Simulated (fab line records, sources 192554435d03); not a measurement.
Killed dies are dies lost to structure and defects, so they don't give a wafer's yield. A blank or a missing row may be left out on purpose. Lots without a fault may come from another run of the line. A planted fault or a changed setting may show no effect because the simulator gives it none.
A struck lot beside a sound one | flow n5_finfet | 15 steps out of a route of 1938
Sound: wafers L332.3, L332.4, L332.6. Struck: wafer L347.2. (L347.1 of the same lot was not struck and is left out.) The cause comes at the end.
At each step with rows: each side's tool, then ch and its chambers, then its first start. Under that, the readings that differ: sound wafers | struck wafers | difference of the means | sigmas: that difference in standard deviations of wafers without a fault.
alike: readings whose means differ by less than 2 such deviations, and words and numbers that are the same on both sides. not compared: withheld readings, readings that some wafer has no value for, bounds like >300 that may hide the same value, and numbers for which the record gives no deviation and whose values overlap.
The two part at a step that has a row with sigmas, a row that says differs or no value, or rows on one side only. Numbers that don't overlap but have no deviation are shown without sigmas and don't part them. A reading that every wafer of one side lacks parts them only if that side has two wafers or more.

N5_BEOL_M8_STRIP_80: strips in N2/H2, time 10 s.
  sound on rie_diel-01 ch 0,2; struck on rie_diel-03 ch 3
  reading               | sound          | struck | difference | sigmas
  oes_product_au (a.u.) | 0.86 0.97 0.87 | 0.75   | -0.15      | -2
  rf_vpp_V (V)          | 59.2 59.8 58.8 | 61.8   | +2.5       | +3
  alike: drypump_motor_current_A, showerhead_plenum_p_Torr, throttle_valve_pct
  not compared: rf_hours_counter_h
N5_BEOL_M8_OCD_MEAS_38:
  sound on ocd-01, day 11 06:26; struck on ocd-01, day 15 13:46
  reading              | sound          | struck | difference | sigmas
  trench_depth_nm (nm) | 94.8 96.3 94.7 | 90.7   | -4.6       | -3
then, 4 steps without rows for these wafers: N5_BEOL_M8_HM_STRIP_39 (strips TiN in peroxide tin strip, target depth 25 nm, time 158 s); N5_BEOL_M8_SRD_40 (time 30 s); N5_BEOL_M8_PRECLEAN_42 (cleans in residue remover, time 60 s); N5_BEOL_M8_SRD_43 (time 30 s).
N5_BEOL_M8_CD_MEAS_35: target cd 40 nm.
  sound on cd_sem-02, day 11 06:35; struck on cd_sem-03, day 15 13:55
  alike: cd_nm
N5_BEOL_M8_CURE_75: cures SiCOH lowk, time 120 s.
  sound on uv_cure-03 ch 2, day 11 06:44; struck on uv_cure-01 ch 2, day 15 13:57
  alike: lamp_power_pct, wafer_temp_C_max
N5_BEOL_M8_DEGAS_44: time 60 s.
  sound on pvd_sputter-01, day 11 09:45; struck on pvd_sputter-02, day 15 14:17
  alike: heater_power_w
then, 1 step without rows for these wafers: N5_BEOL_M8_PRE_CLEAN_45 (time 30 s).
N5_BEOL_M8_ALD_77: deposits TaN, target thk 2 nm, pulse time 2 s, purge time 3 s.
  sound on ald_metal-03 ch 2,3, day 11 09:54; struck on ald_metal-03 ch 3, day 15 14:36
  alike: heater_power_w, mfc_carrier_sccm, precursor_vessel_carrier_sccm
N5_BEOL_M8_SURFACE_TREAT_79:
  sound on pvd_sputter-01, day 11 10:14; struck on pvd_sputter-02, day 15 14:55
  not compared: throttle_valve_pct
N5_BEOL_M8_CVD_78: deposits Co from CCTBA/H2, target thk 2 nm, time 142.3 s.
  sound on cvd_co-01 ch 0,1,2, day 11 10:18; struck on cvd_co-01 ch 2, day 15 15:07
  reading          | sound             | struck | difference | sigmas
  run_length_s (s) | 164.6 165.1 165.0 | 110.3  | -54.6      | -99 or more
then, 1 step without rows for these wafers: N5_BEOL_M8_SPUTTER_48 (material Cu, target thk 10 nm, time 1.667 s).
-- the record jumps here: 3 days lie between the struck wafers' starts before and after (it left off in module BEOL_M8 and takes up again in module PASSIVATION, whose first step shown is number 1936 of the route) --
N5_PASSIVATION_PROBE_49:
  sound on prober-01, day 14 11:56; struck on prober-01, day 18 17:20
  reading                  | sound          | struck | difference | sigmas
  defect_limited_yield (%) | 90.2 90.9 90.6 | 94.1   | +3.5       | +2
  killed_dies              | 116 107 111    | 70     | -41        | -2
  killed_open              | 78 76 69       | 44     | -30        | -2
  sort_bin_6_memory (%)    | 3.6 4.0 3.9    | 2.1    | -1.7       | -2
  sort_n_pass              | 1064 1073 1069 | 1110   | +41        | +2
  sort_yield_pct (%)       | 90.2 90.9 90.6 | 94.1   | +3.5       | +2
  alike: killed_at_M0_to_M3, killed_at_M4_up, killed_at_contacts, killed_at_front_end, killed_at_other, killed_short, sort_bin_5_function, sort_bin_8_speed

WHERE THEY PART
First at N5_BEOL_M8_STRIP_80; last, within this record, at N5_PASSIVATION_PROBE_49.

WHY: what the simulator had put in
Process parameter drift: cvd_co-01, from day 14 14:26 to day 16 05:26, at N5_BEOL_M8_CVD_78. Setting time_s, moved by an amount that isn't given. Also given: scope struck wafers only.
